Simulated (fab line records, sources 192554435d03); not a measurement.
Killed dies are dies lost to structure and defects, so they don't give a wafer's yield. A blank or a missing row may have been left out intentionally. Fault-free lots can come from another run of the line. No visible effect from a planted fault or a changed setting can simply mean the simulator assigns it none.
Struck lot and sound lot, side by side -- flow n5 finfet -- 16 steps out of a route of 1938
Sound: the wafers L725.2, L725.3, L725.4. Wafers L721.1, L721.5, L721.6 were the ones struck. The cause is named last.
Order at every step that has rows: each side's tool, ch and its chambers, its first start. Under that, the readings that differ: sound wafers -- struck wafers -- difference of the means -- sigmas: that difference in standard deviations of wafers without a fault.
alike: a reading whose means differ by less than 2 such deviations, as well as words and numbers matching on both sides. not compared: withheld readings; readings where some wafer has no value; bounds like >300 that might hide an equal value; numbers whose values overlap and for which the record gives no deviation.
A row with sigmas, a row that says differs or no value, or rows on one side alone: a step with any of these is where the two part. Non-overlapping numbers with no deviation appear without sigmas and do not part them. A reading missing from all wafers of one side parts the sides only when that side holds two or more wafers.

first, 10 steps without rows for these wafers: N5_BEOL_M1_DESCUM_33 (chemistry O2, time 7 s); N5_BEOL_M1_ETCH_77 (etches underlayer in N2/H2, target depth 6.5 nm, time 5.2 s); N5_BEOL_M1_ETCH_69 (etches SiARC in CF4, target depth 15.6 nm, time 26 s); N5_BEOL_M1_ALD_98 (deposits SiO2, target thk 2.5 nm, pulse time 1 s, co reactant pulse time 1 s); N5_BEOL_M1_ETCHBACK_99 (etches SiO2 in CHF3, target depth 5 nm, time 10.4 s); N5_BEOL_M1_ETCH_70 (etches SOC in N2/H2, target depth 80 nm, overetch 16 nm, time 120 s); N5_BEOL_M1_STRIP_71 (strips in N2/H2); N5_BEOL_M1_STRIP_78 (strips in N2/H2); N5_BEOL_M1_VIA_ETCH_34 (etches the open film in C4F6/O2, target depth 67.8 nm, time 64.4 s); N5_BEOL_M1_STRIP_83 (strips in C4F6/O2).
N5_BEOL_M1_STRIP_36: strips in N2/H2.
  sound on rie diel-06 ch 0,1,3, day 11 07:14; struck on rie diel-05 ch 0,3, day 10 06:20
  no value came back on the struck wafers for any of 9 readings (bias power w (W), chamber pressure mTorr (mTorr) and others); on the sound wafers bias power w (W) reads 7.015 6.998 6.967
reading,sound,struck,difference,sigmas
model.SOC_of_BEOL_M1_COAT_67.thk nm (nm),0 0 0,52.2 52.6 52.2,+52.3,
model.SiO2_of_BEOL_M1_ALD_98.thk nm (nm),0 0 0,2.4 2.6 2.4,+2.5,
then, 1 step without rows for these wafers: N5_BEOL_M1_TRENCH_ETCH_37 (etches SiOC in C4F6/O2, target depth 55.207 nm, time 29 s).
N5_BEOL_M1_ETCH_41: etches SiCN in CH3F/O2, target depth 31.9 nm, time 57.8 s.
  sound on rie diel-06 ch 0,1,3; struck on rie diel-05 ch 0,3, day 10 06:24
reading,sound,struck,difference,sigmas
model.SOC_of_BEOL_M1_COAT_67.thk nm (nm),0 0 0,34.2 35.2 34.2,+34.5,
  alike: drypump motor current A, oes product au, rf vpp V, showerhead plenum p Torr, throttle valve pct
  not compared: rf hours counter h
then, 1 step without rows for these wafers: N5_BEOL_M1_STRIP_97 (strips in N2/H2, time 10 s).
N5_BEOL_M4_RC_MEAS_101:
  the record has rows for the sound wafers here (prober-01 ch 0, day 13 12:42) and none for the struck ones
-- the record jumps here: 6 days lie between the struck wafers' starts before and after (it left off in module BEOL_M4 and takes up again in module PASSIVATION, whose first step shown is number 1936 of the route) --
N5_PASSIVATION_PROBE_49:
  the record has rows for the struck wafers here (prober-02, day 16 16:11) and none for the sound ones

== WHERE THEY PART ==
Last at N5_PASSIVATION_PROBE_49 as far as this record goes, first at N5_BEOL_M1_STRIP_36.

WHY: what had been put in by the simulator
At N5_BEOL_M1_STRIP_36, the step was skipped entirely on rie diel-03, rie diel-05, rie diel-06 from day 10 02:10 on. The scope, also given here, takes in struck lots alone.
